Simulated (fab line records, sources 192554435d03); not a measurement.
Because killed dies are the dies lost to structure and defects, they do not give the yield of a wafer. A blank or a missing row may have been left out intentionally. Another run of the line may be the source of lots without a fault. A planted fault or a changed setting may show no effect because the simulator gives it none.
fab line records	flow n5-finfet
record: lots: 24	wafers: 72	last-day: 17
route steps=1938 shown BEOL_M0_SAQP@677 BEOL_M0_CUTY@708 BEOL_M0@717
lots that met no fault: taken from a fault-free run of the same line
start-h: start of the lot's first displayed wafer, in hours after the record's first day	wait-h: hours elapsed since this lot's preceding step	" same as the row above	L1.1+2: one row covering several wafers at once	- no value, or no start was given	* or withheld: withheld	< > ~ a bound
route shown NAME@n: names a module that has steps shown in the file, with the first one's number in the route	usual: average and standard deviation across the fault-free wafers	same: alike in all rows	chamber/n: place in a boat	sites: per-site readings	_std_site: the values' standard deviation	_edge_site: the outer-site mean with the inner-site mean subtracted	radius-mm: for every site, how far away it sits from the centre of the wafer	mask NAME#n: copy n	behind: tool/chamber where the wafer was last shaped	hold: why the lot was held/for how many hours/how that ended	device: the transistor (n, p or np) that didn't switch	end of line: at the end of the route, the tests of the same wafers	a step without rows: its recipe alone	killed: dies that structure and defects cost at the first sort, which is not the same as the wafer's yield	map: a wafer's dies, x killed, . not, _ none there
set.NAME: setting as actually run; set.NAME@STEP: the setting as run at that earlier step	model.NAME: the simulator's own value behind a step, which no gauge read
the route's steps for a sample of lots (tables are steps, rows are wafers)
services: the hour from which a tool's chamber was out of use, counted from the record's first day as start-h (under 0 if before that day), plus the number of hours and why
== steps ==
step: N5_BEOL_M0_SAQP_SPACER2_ETCHBACK_27
recipe: chemistry: CHF3/O2	mode: anisotropic-etchback	target: SiO2	target-depth-a: 225	time-s: 11.25	pressure-mtorr: 30	source-w: 650	bias-w: 170	Ar_flow_sccm: 200	CHF3_flow_sccm: 50	O2_flow_sccm: 5	ion-energy-ev: 200
usual: drypump-motor-current-A: 5.8/0.35	oes_f_703_au: 0.79/0.082	oes-product-au: 0.79/0.087	rf-vpp-V: 518/10	showerhead-plenum-p-Torr: 2.42/0.081	throttle-valve-pct: 18.89/0.2
lot.wafer	tool	chamber	start-h	wait-h	drypump-motor-current-A	oes_f_703_au	oes-product-au	rf-hours-counter-h	rf-vpp-V	showerhead-plenum-p-Torr	throttle-valve-pct
L074.1	rie-diel-06	0	116.58	0.3	5.6	0.76	0.77	157	527	2.42	19.01
L074.3	"	2	"	"	5.9	0.81	0.80	81	513	2.54	18.95
L074.5	"	2	"	"	5.9	0.81	0.81	-	514	2.54	18.95
L075.2	rie-diel-06	1	117.40	0.3	6.1	0.75	0.74	128	518	2.52	18.88
L075.4	"	3	"	"	6.4	0.74	0.74	184	528	2.47	18.86
L075.5	"	1	"	"	6.0	0.76	0.75	-	521	2.52	18.89
L076.1	rie-diel-02	3	124.36	0.3	5.5	0.72	0.69	227	510	2.46	19.01
L076.2	"	2	"	"	5.9	0.86	0.86	57	511	2.34	18.62
L076.3	"	0	"	"	5.6	0.74	0.72	202	517	2.31	18.79
L077.1	rie-diel-02	2	127.34	0.3	5.9	0.87	0.86	58	509	2.34	18.60
L077.2	"	3	"	"	5.5	0.73	0.69	228	510	2.46	19.01
L077.4	"	0	"	"	5.6	0.74	0.72	-	517	2.31	18.79
L078.1	rie-diel-01	2	139.49	0.5	5.7	0.75	0.74	177	518	2.50	18.89
L078.5	"	1	"	"	5.9	0.71	0.69	-	519	2.38	19.51
L078.6	"	2	"	"	5.6	0.74	0.74	-	519	2.50	18.91
L079.2	rie-diel-01	2	142.82	0.3	5.7	0.75	0.72	178	517	2.50	18.92
L079.3	"	1	"	"	5.9	0.72	0.70	231	519	2.38	19.48
L079.5	"	2	"	"	5.6	0.75	0.73	-	518	2.50	18.91
L080.2	rie-diel-01	1	147.35	0.3	5.9	0.72	0.69	233	519	2.38	19.49
L080.3	"	0	"	"	5.1	0.89	0.93	24	542	2.36	18.83
L080.6	"	0	"	"	5.1	0.89	0.93	-	542	2.36	18.83
L081.1	rie-diel-02	2	154.43	0.4	5.9	0.86	0.85	67	509	2.34	18.60
L081.3	"	3	"	"	5.5	0.72	0.69	236	510	2.45	19.04
L081.6	"	2	"	"	5.9	0.86	0.84	-	510	2.34	18.61
L082.1	rie-diel-02	3	159.38	0.4	5.6	0.72	0.69	238	510	2.45	19.02
L082.3	"	3	"	"	5.5	0.72	0.68	-	511	2.45	19.02
L082.6	"	3	"	"	5.5	0.72	0.68	-	511	2.45	19.02
L083.3	rie-diel-01	3	164.11	0.3	6.2	0.82	0.83	52	531	2.55	18.79
L083.4	"	2	"	"	5.6	0.74	0.74	184	517	2.50	18.93
L083.6	"	3	"	"	6.2	0.82	0.84	-	532	2.55	18.80
L084.1	rie-diel-02	0	168.18	0.3	5.6	0.72	0.71	217	518	2.30	18.81
L084.5	"	0	"	"	5.6	0.73	0.71	-	516	2.30	18.82
L084.6	"	1	"	"	6.3	0.96	0.95	-	502	2.38	18.75
L085.1	rie-diel-01	1	178.63	0.3	5.9	0.71	0.68	241	518	2.37	19.52
L085.4	"	0	"	"	5.1	0.88	0.90	32	540	2.35	18.85
L085.6	"	2	"	"	5.6	0.73	0.73	-	517	2.50	18.93
L086.1	rie-diel-06	2	186.92	0.3	5.9	0.79	0.80	102	513	2.53	18.99
L086.4	"	3	"	"	6.5	0.72	0.72	206	528	2.46	18.89
L086.5	"	0	"	"	5.6	0.75	0.75	-	525	2.41	19.05
L087.1	rie-diel-02	1	193.47	0.5	6.3	0.95	0.94	24	504	2.38	18.74
L087.3	"	0	"	"	5.6	0.72	0.71	226	517	2.30	18.83
L087.5	"	2	"	"	5.9	0.84	0.83	-	509	2.34	18.61
L088.1	rie-diel-06	0	194.04	0.5	5.6	0.74	0.75	179	526	2.41	19.04
L088.2	"	3	"	"	6.5	0.72	0.72	209	527	2.46	18.90
L088.4	"	2	"	"	5.9	0.78	0.79	105	514	2.53	18.97
L089.1	rie-diel-01	1	199.06	0.3	5.9	0.70	0.68	247	519	2.37	19.54
L089.3	"	3	"	"	6.3	0.80	0.83	64	529	2.54	18.82
L089.6	"	3	"	"	6.2	0.81	0.83	-	533	2.54	18.82
L090.1	rie-diel-02	0	205.12	0.3	5.6	0.72	0.70	230	517	2.30	18.85
L090.4	"	0	"	"	5.6	0.72	0.70	-	516	2.30	18.86
L090.6	"	2	"	"	5.9	0.84	0.82	-	509	2.33	18.66
L091.4	rie-diel-02	2	214.36	0.3	5.9	0.84	0.83	85	510	2.33	18.64
L091.5	"	3	"	"	5.5	1.01	0.98	-	511	2.45	18.67
L091.6	"	2	"	"	5.9	0.83	0.82	-	509	2.33	18.65
L092.1	rie-diel-01	3	220.35	0.3	6.2	0.81	0.81	68	531	2.54	18.84
L092.2	"	2	"	"	5.6	0.73	0.72	198	518	2.49	18.95
L092.4	"	3	"	"	6.3	0.80	0.82	-	532	2.54	18.84
L093.1	rie-diel-06	0	226.20	0.3	5.6	0.73	0.74	190	526	2.40	19.06
L093.4	"	3	"	"	6.4	0.72	0.71	218	528	2.45	18.90
L093.5	"	1	"	"	6.0	0.73	0.72	-	518	2.51	18.94
L094.4	rie-diel-01	0	230.02	0.4	5.1	0.85	0.87	-	541	2.35	18.89
L094.5	"	3	"	"	6.2	0.79	0.81	-	531	2.54	18.84
L094.6	"	2	"	"	5.6	0.72	0.72	-	517	2.49	18.95
L095.1	rie-diel-02	1	238.47	0.3	6.3	0.91	0.91	39	503	2.38	18.79
L095.3	"	3	"	"	5.6	0.96	0.94	9	510	2.44	18.72
L095.6	"	0	"	"	5.7	0.71	0.70	-	516	2.29	18.85
L096.1	rie-diel-02	0	242.87	0.3	5.6	0.70	0.70	243	517	2.29	18.86
L096.5	"	3	"	"	5.5	0.96	0.94	-	509	2.44	18.68
L096.6	"	2	"	"	5.9	0.82	0.80	-	508	2.33	18.67
L097.1	rie-diel-02	0	245.95	0.3	5.6	0.71	0.68	244	516	2.29	18.85
L097.2	"	1	"	"	6.4	0.92	0.90	42	502	2.37	18.79
L097.6	"	3	"	"	5.5	0.96	0.92	-	510	2.44	18.69
step: N5_BEOL_M0_SAQP_ALD_48
recipe: material: SiO2	target-thk-a: 200	temp-c: 100	ald-precursor-family: BDEAS	ald-co-reactant: O2-plasma	pulse-time-s: 1	co-reactant-pulse-time-s: 1	purge-time-s: 2	co-reactant-purge-time-s: 2	ald-cycles: 139	pressure-torr: 2
usual: heater-power-w: 78/8.3	precursor-pulse-height-rel: 1.000/0.019
lot.wafer	tool	chamber	start-h	wait-h	heater-power-w	precursor-pulse-height-rel
L074.1	ald-sin-01	3	117.55	0.1	87	1.016
L074.3	"	1	"	"	83	0.994
L074.5	"	0	"	"	70	0.974
L075.2	ald-sin-01	2	118.34	0.0	75	0.978
L075.4	"	3	"	"	85	0.965
L075.5	"	2	"	"	75	1.006
L076.1	ald-sin-04	1	125.27	0.0	72	1.016
L076.2	"	2	"	"	71	0.997
L076.3	"	0	"	"	87	0.974
L077.1	ald-sin-01	0	128.38	0.2	71	0.996
L077.2	"	2	"	"	76	0.992
L077.4	"	3	"	"	89	0.985
L078.1	ald-sin-04	3	140.48	0.1	80	0.955
L078.5	"	0	"	"	88	0.981
L078.6	"	1	"	"	70	0.968
L079.2	ald-sin-03	3	143.92	0.2	94	0.995
L079.3	"	0	"	"	77	1.029
L079.5	"	3	"	"	92	1.006
L080.2	ald-sin-01	0	149.45	1.0	72	0.995
L080.3	"	1	"	"	82	1.004
L080.6	"	1	"	"	80	0.988
L081.1	ald-sin-04	1	155.60	0.2	72	1.031
L081.3	"	2	"	"	70	0.979
L081.6	"	2	"	"	69	1.006
L082.1	ald-sin-03	0	160.47	0.0	78	0.974
L082.3	"	3	"	"	97	0.995
L082.6	"	3	"	"	94	0.983
L083.3	ald-sin-01	1	165.02	0.0	81	1.025
L083.4	"	3	"	"	86	0.998
L083.6	"	0	"	"	71	1.034
L084.1	ald-sin-04	3	169.30	0.0	85	0.980
L084.5	"	1	"	"	71	1.025
L084.6	"	2	"	"	74	1.027
L085.1	ald-sin-04	1	179.69	0.0	73	0.999
L085.4	"	3	"	"	83	1.006
L085.6	"	3	"	"	81	1.007
L086.1	ald-sin-01	2	187.83	0.0	77	0.980
L086.4	"	0	"	"	70	1.000
L086.5	"	2	"	"	77	1.026
L087.1	ald-sin-04	0	194.65	0.0	87	0.995
L087.3	"	1	"	"	71	1.004
L087.5	"	1	"	"	70	1.001
L088.1	ald-sin-04	2	195.15	0.1	71	1.038
L088.2	"	1	"	"	72	0.990
L088.4	"	0	"	"	86	1.000
L089.1	ald-sin-01	3	200.09	0.0	86	0.980
L089.3	"	2	"	"	76	1.022
L089.6	"	2	"	"	75	1.008
L090.1	ald-sin-03	0	206.51	0.4	74	1.002
L090.4	"	3	"	"	96	0.994
L090.6	"	3	"	"	96	0.977
L091.4	ald-sin-04	1	215.27	0.0	71	0.996
L091.5	"	2	"	"	72	1.015
L091.6	"	1	"	"	72	1.012
L092.1	ald-sin-03	1	221.26	0.0	74	1.020
L092.2	"	0	"	"	73	1.033
L092.4	"	3	"	"	97	1.014
L093.1	ald-sin-03	2	227.30	0.0	64	1.018
L093.4	"	1	"	"	74	1.009
L093.5	"	0	"	"	74	0.970
L094.4	ald-sin-03	2	230.90	0.0	65	0.982
L094.5	"	3	"	"	95	1.029
L094.6	"	2	"	"	66	1.017
L095.1	ald-sin-01	1	240.08	0.7	85	1.003
L095.3	"	2	"	"	76	0.999
L095.6	"	2	"	"	76	1.019
L096.1	ald-sin-01	1	243.79	0.0	82	0.940
L096.5	"	2	"	"	78	1.022
L096.6	"	3	"	"	86	0.999
L097.1	ald-sin-03	1	246.86	0.0	74	0.989
L097.2	"	3	"	"	94	1.015
L097.6	"	3	"	"	95	1.038
step: N5_BEOL_M0_CUTY_CD_MEAS_57
recipe: target-cd-nm: 200	landing-energy-ev: 500	detector: se-inlens	polarity: line
usual: cd-nm: 200.0/0.94
lot.wafer	tool	chamber	start-h	wait-h	cd-nm
L074.1	cd-sem-03	0	118.57	-	199.6
L074.3	"	0	"	"	197.8
L074.5	"	0	"	"	199.9
L075.2	cd-sem-03	0	119.36	-	201.5
L075.4	"	0	"	"	201.1
L075.5	"	0	"	"	199.8
L076.1	cd-sem-01	0	126.32	-	199.9
L076.2	"	0	"	"	199.9
L076.3	"	0	"	"	200.0
L077.1	cd-sem-02	0	129.39	-	199.8
L077.2	"	0	"	"	199.7
L077.4	"	0	"	"	200.7
L078.1	cd-sem-02	0	141.50	-	201.2
L078.5	"	0	"	"	200.3
L078.6	"	0	"	"	200.3
L079.2	cd-sem-03	0	144.94	-	201.6
L079.3	"	0	"	"	201.2
L079.5	"	0	"	"	199.9
L080.2	cd-sem-02	0	150.47	-	200.9
L080.3	"	0	"	"	202.0
L080.6	"	0	"	"	200.8
L081.1	cd-sem-01	0	156.62	-	199.6
L081.3	"	0	"	"	198.9
L081.6	"	0	"	"	200.7
L082.1	cd-sem-01	0	161.49	-	200.7
L082.3	"	0	"	"	200.8
L082.6	"	0	"	"	199.8
L083.3	cd-sem-01	0	166.18	-	198.6
L083.4	"	0	"	"	200.0
L083.6	"	0	"	"	199.2
L084.1	cd-sem-01	0	170.32	-	199.1
L084.5	"	0	"	"	198.6
L084.6	"	0	"	"	200.2
L085.1	cd-sem-01	0	180.59	-	199.5
L085.4	"	0	"	"	199.4
L085.6	"	0	"	"	198.6
L086.1	cd-sem-02	0	188.85	-	200.0
L086.4	"	0	"	"	198.6
L086.5	"	0	"	"	199.0
L087.1	cd-sem-01	0	195.67	-	199.8
L087.3	"	0	"	"	200.2
L087.5	"	0	"	"	201.0
L088.1	cd-sem-01	0	196.17	-	199.4
L088.2	"	0	"	"	199.7
L088.4	"	0	"	"	201.5
L089.1	cd-sem-01	0	201.11	-	199.2
L089.3	"	0	"	"	201.2
L089.6	"	0	"	"	201.1
L090.1	cd-sem-01	0	207.53	-	199.5
L090.4	"	0	"	"	200.6
L090.6	"	0	"	"	201.2
L091.4	cd-sem-03	0	216.28	-	201.3
L091.5	"	0	"	"	201.5
L091.6	"	0	"	"	200.1
L092.1	cd-sem-02	0	222.34	-	200.5
L092.2	"	0	"	"	199.7
L092.4	"	0	"	"	200.8
L093.1	cd-sem-02	0	228.39	-	197.7
L093.4	"	0	"	"	200.1
L093.5	"	0	"	"	199.1
L094.4	cd-sem-02	0	232.00	-	200.1
L094.5	"	0	"	"	198.4
L094.6	"	0	"	"	199.3
L095.1	cd-sem-02	0	240.97	-	200.5
L095.3	"	0	"	"	200.1
L095.6	"	0	"	"	200.9
L096.1	cd-sem-02	0	244.83	-	200.0
L096.5	"	0	"	"	200.4
L096.6	"	0	"	"	200.0
L097.1	cd-sem-01	0	247.97	-	199.2
L097.2	"	0	"	"	199.4
L097.6	"	0	"	"	199.9
step: N5_BEOL_M0_STRIP_140
recipe: chemistry: CF4	resist: SiARC	power-w: 300	bias-power-w: 75	pressure-mtorr: 50	cf4-flow-sccm: 150	rf-frequency-hz: 6e+07
usual: bias-power-w: 75.00/0.24	drypump-motor-current-A: 5.8/0.46	oes-product-au: 0.79/0.086	rf-vpp-V: 270.8/1.6	showerhead-plenum-p-Torr: 1.78/0.045	throttle-valve-pct: 13.51/0.25
lot.wafer	tool	chamber	start-h	wait-h	bias-power-w	drypump-motor-current-A	oes-product-au	rf-hours-counter-h	rf-vpp-V	showerhead-plenum-p-Torr	throttle-valve-pct
L075.2	rie-diel-03	0	120.29	0.3	74.91	5.8	0.90	20	268.3	1.74	13.34
L075.4	"	3	"	"	74.78	6.3	0.70	201	269.6	1.78	13.72
L075.5	"	2	"	"	74.85	6.6	0.87	-	270.2	1.77	13.30
L074.1	rie-diel-03	3	120.41	0.3	75.47	6.3	0.69	201	270.4	1.78	13.71
L074.3	"	2	"	"	75.18	6.6	0.85	29	268.4	1.77	13.27
L074.5	"	0	"	"	75.23	5.8	0.89	-	270.6	1.74	13.36
L076.1	rie-diel-05	3	127.98	0.4	75.18	5.7	0.72	179	271.8	1.86	13.82
L076.2	"	1	"	"	74.80	5.8	0.98	1	268.6	1.77	13.45
L076.3	"	2	"	"	74.74	5.2	0.80	92	271.1	1.75	13.23
L077.1	rie-diel-05	3	130.04	0.1	75.26	5.6	0.73	180	270.8	1.86	13.80
L077.2	"	1	"	"	75.13	5.8	0.97	2	269.2	1.77	13.45
L077.4	"	2	"	"	75.04	5.2	0.80	93	269.1	1.75	13.25
L078.1	rie-diel-03	1	142.51	0.2	74.80	5.1	0.71	208	271.4	1.78	13.64
L078.5	"	2	"	"	74.79	6.6	0.84	-	269.3	1.76	13.31
L078.6	"	3	"	"	75.35	6.3	0.70	-	269.9	1.78	13.74
L079.2	rie-diel-05	1	147.95	0.2	75.04	5.8	0.93	9	270.8	1.77	13.46
L079.3	"	2	"	"	75.05	5.2	0.79	100	270.0	1.75	13.25
L079.5	"	3	"	"	74.87	5.6	0.71	-	272.0	1.86	13.83
L080.2	rie-diel-04	1	151.14	0.2	74.98	6.4	0.89	25	274.3	1.90	13.56
L080.3	"	2	"	"	75.14	5.9	0.67	237	270.5	1.70	13.60
L080.6	"	1	"	"	74.80	6.4	0.89	-	273.9	1.90	13.56
L081.1	rie-diel-03	3	161.55	0.2	75.05	6.3	0.69	216	272.8	1.78	13.78
L081.3	"	2	"	"	75.03	6.6	0.84	45	269.1	1.76	13.33
L081.6	"	1	"	"	74.87	5.1	0.70	-	271.4	1.77	13.67
L082.1	rie-diel-03	2	165.56	0.3	75.44	6.6	0.84	47	270.6	1.76	13.31
L082.3	"	0	"	"	75.04	5.8	0.86	35	269.5	1.74	13.38
L082.6	"	0	"	"	75.02	5.8	0.85	-	271.4	1.74	13.39
L083.3	rie-diel-05	2	168.31	0.1	75.02	5.2	0.78	107	267.6	1.75	13.26
L083.4	"	3	"	"	75.08	5.6	0.71	194	272.0	1.86	13.86
L083.6	"	0	"	"	74.44	5.5	0.85	-	272.6	1.81	13.03
L084.1	rie-diel-03	2	172.09	0.1	74.96	6.6	0.83	48	270.4	1.76	13.32
L084.5	"	2	"	"	75.11	6.6	0.83	-	269.8	1.76	13.33
L084.6	"	3	"	"	75.00	6.3	0.69	-	270.1	1.78	13.76
L085.1	rie-diel-04	1	181.69	0.2	75.55	6.4	0.88	31	272.7	1.89	13.61
L085.4	"	2	"	"	74.78	5.9	0.66	249	268.8	1.70	13.63
L085.6	"	2	"	"	74.59	5.9	0.66	-	265.8	1.70	13.64
L086.1	rie-diel-03	0	189.56	0.1	74.85	5.8	0.84	44	269.7	1.74	13.41
L086.4	"	1	"	"	74.90	5.1	0.69	227	269.8	1.77	13.68
L086.5	"	1	"	"	74.80	5.1	0.70	-	270.7	1.77	13.69
L087.1	rie-diel-05	3	197.23	0.4	75.17	5.6	0.70	204	273.5	1.86	13.85
L087.3	"	2	"	"	75.05	5.2	0.78	118	269.0	1.74	13.30
L087.5	"	2	"	"	75.28	5.2	0.78	-	268.3	1.74	13.29
L088.1	rie-diel-03	2	197.24	0.4	74.98	6.6	0.83	58	269.6	1.76	13.33
L088.2	"	0	"	"	75.01	5.8	0.84	46	269.4	1.74	13.40
L088.4	"	3	"	"	74.72	6.3	0.69	228	270.8	1.77	13.78
L089.1	rie-diel-05	1	203.69	0.2	75.26	5.8	0.89	30	271.3	1.76	13.52
L089.3	"	3	"	"	74.72	5.6	0.69	207	273.5	1.86	13.86
L089.6	"	1	"	"	75.41	5.8	0.88	-	270.4	1.76	13.52
L090.1	rie-diel-05	3	209.66	0.1	74.80	5.7	0.69	209	274.1	1.86	13.90
L090.4	"	0	"	"	75.16	5.5	0.83	63	273.3	1.81	13.03
L090.6	"	2	"	"	75.05	5.2	0.77	-	267.9	1.74	13.33
L091.4	rie-diel-03	0	221.43	0.1	74.82	5.8	0.83	54	271.4	1.73	13.44
L091.5	"	0	"	"	74.85	5.8	0.84	-	268.7	1.73	13.42
L091.6	"	1	"	"	74.96	5.2	0.69	-	272.8	1.77	13.71
L092.1	rie-diel-05	1	225.46	0.2	74.88	5.8	0.88	36	270.6	1.76	13.55
L092.2	"	2	"	"	75.07	5.2	0.77	128	271.8	1.74	13.33
L092.4	"	0	"	"	75.01	5.5	0.84	67	270.8	1.81	13.07
L093.1	rie-diel-04	2	230.30	0.2	75.49	5.9	0.95	9	272.3	1.90	13.08
L093.4	"	0	"	"	74.99	5.6	0.89	25	273.6	1.77	13.58
L093.5	"	0	"	"	75.13	5.7	0.89	-	270.6	1.77	13.58
L094.4	rie-diel-03	3	233.14	0.1	74.61	6.3	0.69	240	272.7	1.77	13.81
L094.5	"	2	"	"	75.53	6.6	0.81	-	270.2	1.75	13.38
L094.6	"	3	"	"	74.93	6.3	0.68	-	269.3	1.77	13.80
L095.1	rie-diel-03	2	241.78	0.2	75.07	6.6	0.80	73	268.4	1.75	13.39
L095.3	"	0	"	"	75.21	5.8	0.82	60	270.1	1.73	13.45
L095.6	"	0	"	"	75.35	5.8	0.82	-	267.9	1.73	13.43
L096.1	rie-diel-05	2	245.44	0.1	74.70	5.2	0.76	136	269.9	1.74	13.32
L096.5	"	0	"	"	74.94	5.5	0.82	-	271.4	1.81	13.08
L096.6	"	3	"	"	74.98	5.6	0.69	-	272.0	1.85	13.90
L097.1	rie-diel-05	1	250.66	0.1	74.86	5.8	0.86	45	271.0	1.76	13.56
L097.2	"	2	"	"	74.19	5.2	0.75	138	271.5	1.74	13.35
L097.6	"	2	"	"	74.88	5.2	0.76	-	269.2	1.74	13.34
step: N5_BEOL_M0_SURFACE_TREAT_137
recipe: gas: Ar	time-s: *	ion-energy-ev: *	ion-current-ma-cm2: 0.5	pressure-mtorr: *	ar-flow-sccm: 30
usual: throttle-valve-pct: *
lot.wafer	tool	chamber	start-h	wait-h	throttle-valve-pct
L075.2	pvd-sputter-03	-	122.05	0.2	*
L075.4	"	-	"	"	*
L075.5	"	-	"	"	*
L074.1	pvd-sputter-03	-	122.17	0.2	*
L074.3	"	-	"	"	*
L074.5	"	-	"	"	*
L076.1	pvd-sputter-01	-	129.00	0.1	*
L076.2	"	-	"	"	*
L076.3	"	-	"	"	*
L077.1	pvd-sputter-03	-	131.27	0.2	*
L077.2	"	-	"	"	*
L077.4	"	-	"	"	*
L078.1	pvd-sputter-02	-	144.69	0.2	*
L078.5	"	-	"	"	*
L078.6	"	-	"	"	*
L079.2	pvd-sputter-03	-	150.11	0.2	*
L079.3	"	-	"	"	*
L079.5	"	-	"	"	*
L080.2	pvd-sputter-03	-	152.77	0.1	*
L080.3	"	-	"	"	*
L080.6	"	-	"	"	*
L081.1	pvd-sputter-03	-	165.43	1.7	*
L081.3	"	-	"	"	*
L081.6	"	-	"	"	*
L082.1	pvd-sputter-02	-	168.59	1.5	*
L082.3	"	-	"	"	*
L082.6	"	-	"	"	*
L083.3	pvd-sputter-03	-	169.87	0.2	*
L083.4	"	-	"	"	*
L083.6	"	-	"	"	*
L084.1	pvd-sputter-03	-	174.29	0.2	*
L084.5	"	-	"	"	*
L084.6	"	-	"	"	*
L085.1	pvd-sputter-03	-	183.62	0.2	*
L085.4	"	-	"	"	*
L085.6	"	-	"	"	*
L086.1	pvd-sputter-01	-	190.61	0.1	*
L086.4	"	-	"	"	*
L086.5	"	-	"	"	*
L087.1	pvd-sputter-02	-	198.24	0.1	*
L087.3	"	-	"	"	*
L087.5	"	-	"	"	*
L088.1	pvd-sputter-01	-	199.59	1.1	*
L088.2	"	-	"	"	*
L088.4	"	-	"	"	*
L089.1	pvd-sputter-03	-	207.00	0.1	*
L089.3	"	-	"	"	*
L089.6	"	-	"	"	*
L090.1	pvd-sputter-03	-	211.15	0.1	*
L090.4	"	-	"	"	*
L090.6	"	-	"	"	*
L091.4	pvd-sputter-01	-	223.04	0.3	*
L091.5	"	-	"	"	*
L091.6	"	-	"	"	*
L092.1	pvd-sputter-02	-	230.42	0.2	*
L092.2	"	-	"	"	*
L092.4	"	-	"	"	*
L093.1	pvd-sputter-02	-	232.30	0.2	*
L093.4	"	-	"	"	*
L093.5	"	-	"	"	*
L094.4	pvd-sputter-02	-	236.56	1.7	*
L094.5	"	-	"	"	*
L094.6	"	-	"	"	*
L095.1	pvd-sputter-01	-	244.82	0.2	*
L095.3	"	-	"	"	*
L095.6	"	-	"	"	*
L096.1	pvd-sputter-03	-	248.00	1.5	*
L096.5	"	-	"	"	*
L096.6	"	-	"	"	*
L097.1	pvd-sputter-01	-	253.83	1.7	*
L097.2	"	-	"	"	*
L097.6	"	-	"	"	*
step: N5_BEOL_M0_ANNEAL_119
recipe: temp-c: 225	time-s: 90	ambient: N2
usual: wafer_temp_C_max: 225.66/0.2
lot.wafer	tool	chamber	start-h	wait-h	wafer_temp_C_max
L075.2	rtp-anneal-01	0	122.97	0.1	225.48
L075.4	"	0	"	"	225.35
L075.5	"	0	"	"	225.45
L074.1	rtp-anneal-01	0	123.47	0.3	225.86
L074.3	"	0	"	"	225.91
L074.5	"	0	"	"	226.09
L076.1	rtp-anneal-02	0	130.18	0.5	225.34
L076.2	"	0	"	"	225.56
L076.3	"	0	"	"	225.49
L077.1	rtp-anneal-02	0	135.20	0.1	226.01
L077.2	"	0	"	"	225.97
L077.4	"	0	"	"	225.76
L078.1	rtp-anneal-02	0	145.51	0.1	226.14
L078.5	"	0	"	"	225.70
L078.6	"	0	"	"	226.04
L079.2	rtp-anneal-01	0	151.21	0.1	225.37
L079.3	"	0	"	"	225.75
L079.5	"	0	"	"	225.61
L080.2	rtp-anneal-02	0	153.60	0.1	225.66
L080.3	"	0	"	"	225.69
L080.6	"	0	"	"	225.80
L081.1	rtp-anneal-01	0	166.39	0.1	225.72
L081.3	"	0	"	"	225.59
L081.6	"	0	"	"	225.34
L082.1	rtp-anneal-01	0	169.34	0.1	225.44
L082.3	"	0	"	"	225.64
L082.6	"	0	"	"	225.77
L083.3	rtp-anneal-02	0	170.80	0.1	225.91
L083.4	"	0	"	"	225.46
L083.6	"	0	"	"	225.53
L084.1	rtp-anneal-01	0	175.03	0.1	225.90
L084.5	"	0	"	"	225.78
L084.6	"	0	"	"	225.46
L085.1	rtp-anneal-02	0	184.38	0.1	225.91
L085.4	"	0	"	"	225.97
L085.6	"	0	"	"	225.72
L086.1	rtp-anneal-02	0	191.39	0.1	225.91
L086.4	"	0	"	"	225.72
L086.5	"	0	"	"	225.68
L087.1	rtp-anneal-02	0	199.02	0.1	225.61
L087.3	"	0	"	"	225.69
L087.5	"	0	"	"	225.82
L088.1	rtp-anneal-01	0	200.52	0.1	225.50
L088.2	"	0	"	"	225.53
L088.4	"	0	"	"	225.49
L089.1	rtp-anneal-02	0	207.73	0.1	225.73
L089.3	"	0	"	"	225.84
L089.6	"	0	"	"	225.60
L090.1	rtp-anneal-02	0	212.05	0.1	225.69
L090.4	"	0	"	"	225.69
L090.6	"	0	"	"	226.01
L091.4	rtp-anneal-02	0	225.61	0.2	225.44
L091.5	"	0	"	"	225.57
L091.6	"	0	"	"	225.58
L092.1	rtp-anneal-02	0	231.24	0.1	225.70
L092.2	"	0	"	"	225.47
L092.4	"	0	"	"	225.71
L093.1	rtp-anneal-01	0	233.19	0.1	225.33
L093.4	"	0	"	"	225.28
L093.5	"	0	"	"	225.67
L094.4	rtp-anneal-02	0	237.65	0.2	225.93
L094.5	"	0	"	"	225.60
L094.6	"	0	"	"	225.59
L095.1	rtp-anneal-02	0	245.69	0.1	225.83
L095.3	"	0	"	"	225.70
L095.6	"	0	"	"	225.58
L096.1	rtp-anneal-02	0	248.76	0.1	225.83
L096.5	"	0	"	"	225.63
L096.6	"	0	"	"	225.69
L097.1	rtp-anneal-01	0	254.62	0.1	225.27
L097.2	"	0	"	"	225.54
L097.6	"	0	"	"	225.44
== services ==
tool	chamber	start-h	hours	kind
rie-diel-04	0	96.43	3.4	repair
ald-sin-04	3	100.79	3.7	repair
rie-diel-05	1	106.79	-	clean
pvd-sputter-01	-	109.58	0.8	repair
rie-diel-02	1	111.75	17.4	repair
ald-sin-04	3	125.93	8.6	repair
rie-diel-01	3	135.36	4.7	repair
rie-diel-01	0	137.90	2.9	repair
ald-sin-03	1	138.49	4.2	repair
pvd-sputter-03	-	143.41	1.6	repair
rie-diel-03	0	151.36	2.6	repair
ald-sin-01	3	154.64	3.3	repair
rie-diel-02	1	157.42	4.3	repair
rie-diel-04	3	172.52	3.1	repair
ald-sin-03	-	178.79	14.0	pm
rie-diel-01	1	186.73	2.2	repair
rie-diel-02	3	191.24	-	clean
rie-diel-02	3	191.24	-	consumable-replace:focus-ring
rie-diel-02	3	191.24	21.9	scheduled-down
rie-diel-02	3	191.24	21.9	vent-cycle
rie-diel-01	3	210.45	5.0	repair
ald-sin-01	2	217.35	1.6	repair
rie-diel-06	0	241.54	35.5	repair
ald-sin-04	3	251.10	1.7	repair
== key ==
fault none
